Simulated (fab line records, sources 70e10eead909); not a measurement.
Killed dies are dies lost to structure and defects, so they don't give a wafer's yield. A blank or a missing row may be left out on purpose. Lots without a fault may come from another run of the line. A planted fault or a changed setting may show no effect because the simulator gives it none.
Chamber matching | flow nand_harc | NHARC_P_CONTACT_CMP_01 on cmp-01: 4 sister chambers
The step polishes SiO2, target thk 200 nm. 8 wafers are shown with their chamber, then 8 later ones without.

WAFERS WITH THEIR CHAMBER
wafer  | chamber | motor_current_A (A) | slurry_filter_dp_kPa (kPa)
L077.1 | 3       | 13.0                | 13.65
L078.1 | 3       | 13.8                | 13.62
L078.2 | 2       | 10.7                | 13.41
L078.6 | 0       | 12.8                | 13.48
L084.1 | 1       | 13.3                | 13.60
L084.4 | 2       | 10.7                | 13.61
L084.6 | 1       | 12.9                | 13.48
L083.1 | 0       | 12.6                | 13.49

WAFERS WITHOUT THEIR CHAMBER
wafer  | motor_current_A (A) | slurry_filter_dp_kPa (kPa)
L083.2 | 10.6                | 13.34
L083.4 | 13.4                | 13.33
L094.1 | 10.7                | 13.73
L094.3 | 12.5                | 13.40
L094.6 | 12.9                | 13.52
L096.1 | 12.9                | 13.62
L096.4 | 13.0                | 13.37
L096.6 | 13.2                | 13.55

WHICH CHAMBER EACH WENT THROUGH
wafer  | from the rows above          | in truth
L083.2 | 2                            | 2
L083.4 | can't be placed: 1 or 0 or 3 | 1
L094.1 | 2                            | 2
L094.3 | can't be placed: 0 or 1      | 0
L094.6 | can't be placed: 1 or 0 or 3 | 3
L096.1 | can't be placed: 1 or 3 or 0 | 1
L096.4 | can't be placed: 0 or 1 or 3 | 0
L096.6 | can't be placed: 1 or 3 or 0 | 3
Placed correctly: 2 of 8. Can't be placed from these rows: 6 (the true chamber is among the candidates in 6). Placed wrongly: 0.
How it was worked out, from the rows above alone: a wafer's distance from a chamber is the root of the sum, over the readings, of the square of ((its reading less the chamber's mean) divided by the reading's scatter). The wafer belongs to the nearest chamber; if the next one is less than 2 further off, it can't be placed. A chamber's mean is the mean of its shown wafers. The scatter: the root of (the sum of the squares of (reading less its chamber's mean) over the shown wafers, divided by (wafers less chambers)).
